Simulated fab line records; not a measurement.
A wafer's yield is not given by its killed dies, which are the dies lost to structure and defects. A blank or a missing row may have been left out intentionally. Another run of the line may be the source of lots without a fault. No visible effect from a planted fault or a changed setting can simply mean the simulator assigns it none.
Matching of chambers :: flow n5Finfet :: N5_BEOL_M11_VIA_ETCH_34 on rieDiel-04 has 4 sister chambers
The step etches SiCOH lowk in C4F6/O2, target depth 184.5 nm, time 69.2 s. 8 wafers are shown with their chamber, then 10 later ones without.

EACH WAFER AND ITS CHAMBER
wafer: L082.5
chamber: 0
throttleValvePct (%): 20.42
drypumpMotorCurrentA (A): 6.1

wafer: L083.1
chamber: 3
throttleValvePct (%): 21.28
drypumpMotorCurrentA (A): 5.4

wafer: L083.3
chamber: 1
throttleValvePct (%): 21.08
drypumpMotorCurrentA (A): 6.3

wafer: L090.2
chamber: 3
throttleValvePct (%): 21.28
drypumpMotorCurrentA (A): 5.3

wafer: L090.4
chamber: 2
throttleValvePct (%): 20.86
drypumpMotorCurrentA (A): 6.4

wafer: L090.6
chamber: 2
throttleValvePct (%): 20.84
drypumpMotorCurrentA (A): 6.5

wafer: L087.1
chamber: 1
throttleValvePct (%): 21.10
drypumpMotorCurrentA (A): 6.3

wafer: L087.4
chamber: 0
throttleValvePct (%): 20.45
drypumpMotorCurrentA (A): 6.1

WAFERS MISSING THEIR CHAMBER
wafer: L087.5
throttleValvePct (%): 20.44
drypumpMotorCurrentA (A): 6.1

wafer: L089.1
throttleValvePct (%): 20.43
drypumpMotorCurrentA (A): 6.1

wafer: L089.3
throttleValvePct (%): 21.10
drypumpMotorCurrentA (A): 6.3

wafer: L089.5
throttleValvePct (%): 20.44
drypumpMotorCurrentA (A): 6.1

wafer: L092.4
throttleValvePct (%): 21.11
drypumpMotorCurrentA (A): 6.4

wafer: L092.5
throttleValvePct (%): 21.29
drypumpMotorCurrentA (A): 5.3

wafer: L092.6
throttleValvePct (%): 20.47
drypumpMotorCurrentA (A): 6.1

wafer: L094.2
throttleValvePct (%): 21.11
drypumpMotorCurrentA (A): 6.3

wafer: L094.4
throttleValvePct (%): 21.30
drypumpMotorCurrentA (A): 5.3

wafer: L094.6
throttleValvePct (%): 21.10
drypumpMotorCurrentA (A): 6.3

WHICH CHAMBER EACH ONE RAN IN
wafer: L087.5
from the rows above: 0
in truth: 0

wafer: L089.1
from the rows above: 0
in truth: 0

wafer: L089.3
from the rows above: 1
in truth: 1

wafer: L089.5
from the rows above: 0
in truth: 0

wafer: L092.4
from the rows above: 1
in truth: 1

wafer: L092.5
from the rows above: 3
in truth: 3

wafer: L092.6
from the rows above: 0
in truth: 0

wafer: L094.2
from the rows above: 1
in truth: 1

wafer: L094.4
from the rows above: 3
in truth: 3

wafer: L094.6
from the rows above: 1
in truth: 1
10 of 10 placed correctly. Left unplaced by these rows: 0. Wrongly placed: 0.
How it was worked out, from the rows above alone: a wafer's distance from a chamber is the root of the sum, over the readings, of the square of ((its reading less the chamber's mean) divided by the reading's scatter). If the next closest chamber is less than 2 further off than the closest, the wafer can't be placed; otherwise it belongs to the closest. Each chamber's mean is taken over the wafers shown for it. The scatter: the root of (the sum of the squares of (reading less its chamber's mean) over the shown wafers, divided by (wafers less chambers)).
